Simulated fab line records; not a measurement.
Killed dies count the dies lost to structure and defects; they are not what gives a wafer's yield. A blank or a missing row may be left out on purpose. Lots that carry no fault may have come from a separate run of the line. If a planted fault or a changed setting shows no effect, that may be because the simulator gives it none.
Matching of chambers :: flow n5 finfet :: ald sin-01 running N5_SD_EPI_N_LINER_46: 4 sister chambers
The step material SiNx, target thk 3 nm. 4 wafers are shown with their chamber, then 9 later ones without.

EACH WAFER AND ITS CHAMBER
wafer: L079.2
chamber: 3
heater power w (W): 855

wafer: L084.6
chamber: 2
heater power w (W): 871

wafer: L089.5
chamber: 0
heater power w (W): 773

wafer: L089.6
chamber: 1
heater power w (W): 703

WAFERS WHOSE CHAMBER IS MISSING
wafer: L093.3
heater power w (W): 833

wafer: L093.5
heater power w (W): 893

wafer: L093.6
heater power w (W): 695

wafer: L096.1
heater power w (W): 704

wafer: L096.2
heater power w (W): 787

wafer: L096.4
heater power w (W): 844

wafer: L097.1
heater power w (W): 834

wafer: L097.4
heater power w (W): 770

wafer: L097.6
heater power w (W): 703

EACH ONE'S CHAMBER
wafer: L093.3
from the rows above: can't be placed: 3 or 2
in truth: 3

wafer: L093.5
from the rows above: can't be placed: 2 or 3
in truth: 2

wafer: L093.6
from the rows above: 1
in truth: 1

wafer: L096.1
from the rows above: 1
in truth: 1

wafer: L096.2
from the rows above: 0
in truth: 0

wafer: L096.4
from the rows above: can't be placed: 3 or 2
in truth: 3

wafer: L097.1
from the rows above: can't be placed: 3 or 2
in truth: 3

wafer: L097.4
from the rows above: 0
in truth: 0

wafer: L097.6
from the rows above: 1
in truth: 1
Placed correctly: 5 of 9. Can't be placed from these rows: 4 (the true chamber is among the candidates in 4). Placed wrongly: 0.
How it was worked out, from the rows above alone: a wafer's distance from a chamber is the root of the sum, over the readings, of the square of ((its reading less the chamber's mean) divided by the reading's scatter). If the next closest chamber is less than 2 further off than the closest, the wafer can't be placed; otherwise it belongs to the closest. For every chamber, the mean is computed from those of its wafers that are shown. The scatter: root of mean squared gap, hidden wafer to nearest shown wafer, with one shown wafer a chamber.
